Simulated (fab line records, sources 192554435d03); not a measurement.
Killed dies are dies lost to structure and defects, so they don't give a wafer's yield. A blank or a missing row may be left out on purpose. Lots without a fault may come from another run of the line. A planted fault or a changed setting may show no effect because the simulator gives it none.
A struck lot beside a sound one | flow n5_finfet | 38 steps out of a route of 1938
Sound: wafers L614.2, L614.4, L614.6. Struck: wafers L622.1, L622.5, L622.6. The cause comes at the end.
At each step with rows: each side's tool, then ch and its chambers, then its first start. Under that, the readings that differ: sound wafers | struck wafers | difference of the means | sigmas: that difference in standard deviations of wafers without a fault.
alike: readings whose means differ by less than 2 such deviations, and words and numbers that are the same on both sides. not compared: withheld readings, readings that some wafer has no value for, bounds like >300 that may hide the same value, and numbers for which the record gives no deviation and whose values overlap.
The two part at a step that has a row with sigmas, a row that says differs or no value, or rows on one side only. Numbers that don't overlap but have no deviation are shown without sigmas and don't part them. A reading that every wafer of one side lacks parts them only if that side has two wafers or more.

first, 9 steps without rows for these wafers: N5_GATE_CUT_CMP_23 (polishes, stops on SiO2, t overpolish 23.4 s, target thk 16 nm); N5_GATE_CUT_CMP_43 (polishes SiO2); N5_GATE_CUT_CMP_61 (polishes, stops on SiNx, t overpolish 3 s); N5_MOL_CONTACT_COAG_COAT_103 (time 60 s, resist thk 80 nm); N5_MOL_CONTACT_COAG_COAT_104 (time 60 s, resist thk 12 nm); N5_MOL_CONTACT_COAG_COAT_58 (time 60 s, resist thk 10 nm); N5_MOL_CONTACT_COAG_COAT_02 (resist thk 30 nm); N5_MOL_CONTACT_COAG_EBR_04; N5_MOL_CONTACT_COAG_SOFTBAKE_03 (time 60 s).
N5_MOL_CONTACT_COAG_EXPOSE_05: exposes mask CA, defocus 0 nm.
  sound on euv_scanner-02 ch 0, day 4 19:46; struck on euv_scanner-02 ch 0, day 6 14:27
  reading              | sound             | struck            | difference | sigmas
  exposure_dose_mJ_cm2 | 38.17 38.16 38.15 | 34.10 34.09 34.13 | -4.05      | -90
  alike: mask, focus_offset_nm, reticle_temp_C
then, 2 steps without rows for these wafers: N5_MOL_CONTACT_COAG_PEB_06 (peb time 60 s); N5_MOL_CONTACT_COAG_DEVELOP_07 (develop time 30 s).
N5_MOL_CONTACT_COAG_CD_MEAS_08: target cd 28 nm.
  sound on cd_sem-03 ch 0, day 4 19:53; struck on cd_sem-01 ch 0, day 6 14:34
  reading    | sound             | struck            | difference | sigmas
  cd_nm (nm) | 27.95 28.23 28.09 | 25.29 25.36 25.45 | -2.72      | -12
then, 1 step without rows for these wafers: N5_MOL_CONTACT_COAG_DESCUM_13 (chemistry O2, time 7 s).
N5_MOL_CONTACT_COAG_ETCH_59: etches underlayer in N2/H2, target depth 13 nm, time 10.4 s.
  sound on rie_diel-03 ch 2,3, day 4 20:03; struck on rie_diel-02 ch 0,2, day 6 14:44
  reading                                  | sound       | struck         | difference | sigmas
  drypump_motor_current_A (A)              | 5.1 5.4 5.4 | 6.4 6.4 6.0    | +1.0       | +2
  model.MOL_CONTACT_COAG.cd_offset_nm (nm) | 0.2 -0.4 0  | -2.6 -2.4 -2.8 | -2.5       |
  alike: bias_w, chamber_pressure_mTorr, etch_rf_on_time_s, oes_product_au, rf_vpp_V, showerhead_plenum_p_Torr, throttle_valve_pct
  not compared: rf_hours_counter_h
then, 7 steps without rows for these wafers: N5_MOL_CONTACT_COAG_ETCH_105 (etches SiARC in CF4, target depth 15.6 nm, time 26 s); N5_MOL_CONTACT_COAG_ETCH_106 (etches SOC in N2/H2, target depth 80 nm, overetch 16 nm, time 120 s); N5_MOL_CONTACT_COAG_STRIP_107 (strips in N2/H2); N5_MOL_CONTACT_COAG_STRIP_108 (strips in N2/H2); N5_MOL_CONTACT_COAG_CONTACT_ETCH_14 (etches SiO2 in C4F6/O2, target depth 27.5 nm, overetch 8.5 nm, time 20 s); N5_MOL_CONTACT_COAG_STRIP_109 (strips in C4F6/O2); N5_MOL_CONTACT_COAG_ETCH_15 (etches SiNx in CH3F/O2, stops on Si:P, target depth 7 nm).
N5_MOL_CONTACT_COAG_ETCH_110: etches Si in CF4/O2, target depth 2.5 nm, time 8 s.
  sound on rie_diel-03 ch 2,3, day 4 20:17; struck on rie_diel-02 ch 0,2, day 6 14:59
  reading                                  | sound       | struck       | difference | sigmas
  drypump_motor_current_A (A)              | 5.1 5.4 5.4 | 6.4 6.3 6.0  | +0.9       | +2
  model.MOL_CONTACT_COAG.cd_offset_nm (nm) | 0 -0.6 0    | -3 -2.6 -2.6 | -3         |
  alike: bias_w, chamber_pressure_mTorr, oes_product_au, rf_vpp_V, showerhead_plenum_p_Torr, throttle_valve_pct
  not compared: rf_hours_counter_h
then, 1 step without rows for these wafers: N5_MOL_CONTACT_COAG_STRIP_98 (strips in N2/H2).
N5_MOL_CONTACT_COAG_CD_MEAS_99: target cd 17.2 nm.
  sound on cd_sem-03, day 4 20:25; struck on cd_sem-02, day 6 15:05
  reading    | sound          | struck         | difference | sigmas
  cd_nm (nm) | 16.8 16.5 17.4 | 14.0 14.7 14.8 | -2.4       | -7
then, 12 steps without rows for these wafers: N5_MOL_CONTACT_COAG_IMPLANT_129; N5_MOL_CONTACT_COAG_PRECLEAN_111 (cleans in NF3:NH3, afs cycles 1, time 20 s, sublimation time 60 s); N5_MOL_CONTACT_COAG_TI_SIL_19 (material Ti, target thk 4.2 nm, time 15 s); N5_MOL_CONTACT_COAG_ALD_20 (deposits TiN, target thk 1.5 nm, pulse time 1 s, purge time 3 s); N5_MOL_CONTACT_COAG_SIL_ANNEAL_21 (time 60 s); N5_MOL_CONTACT_COAG_PRE_CLEAN_141 (time 60 s); N5_MOL_CONTACT_COAG_SPUTTER_143 (material Co, target thk 2.5 nm); N5_MOL_CONTACT_COAG_CO_FILL_22 (material Co, precursor CCTBA/H2, target thk 20 nm); N5_MOL_CONTACT_COAG_ANNEAL_113 (time 300 s); N5_MOL_CONTACT_COAG_PRE_CLEAN_142 (time 60 s); N5_MOL_CONTACT_COAG_SPUTTER_130 (material Co, target thk 47.5 nm); N5_MOL_CONTACT_COAG_PRECLEAN_125 (cleans in DIW, time 57.5 s).
-- the record jumps here: 3 days lie between the struck wafers' starts before and after (it left off in module MOL_CONTACT_COAG and takes up again in module BEOL_M4, whose first step shown is number 1111 of the route) --
N5_BEOL_M4_RC_MEAS_101:
  sound on prober-02 ch 0, day 7 18:35; struck on prober-01 ch 0, day 9 10:04
  reading             | sound          | struck         | difference | sigmas
  ION_N (uA/um)       | 686 673 687    | 652 643 645    | -35        | -3
  RC_DENSE_N (ohm.um) | 18.6 19.7 18.8 | 25.2 24.4 23.6 | +5.4       | +11
  RC_DENSE_P (ohm.um) | 23.4 24.9 24.1 | 30.9 30.3 29.4 | +6.1       | +10
  RC_N (ohm.um)       | 15.2 16.0 15.3 | 20.3 19.6 19.2 | +4.2       | +12
  RC_P (ohm.um)       | 19.2 20.3 19.6 | 25.0 24.5 24.0 | +4.8       | +10
  alike: DIBL_N, DIBL_P, IOFF_N, IOFF_P, ION_P, SS_N, SS_P, VT_N, VT_P

WHERE THEY PART
First at N5_MOL_CONTACT_COAG_EXPOSE_05; last, within this record, at N5_BEOL_M4_RC_MEAS_101.

WHY: what the simulator had put in
Process parameter drift: euv_scanner-02, from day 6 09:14 on, at N5_MOL_CONTACT_COAG_EXPOSE_05. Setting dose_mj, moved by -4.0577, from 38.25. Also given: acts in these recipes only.
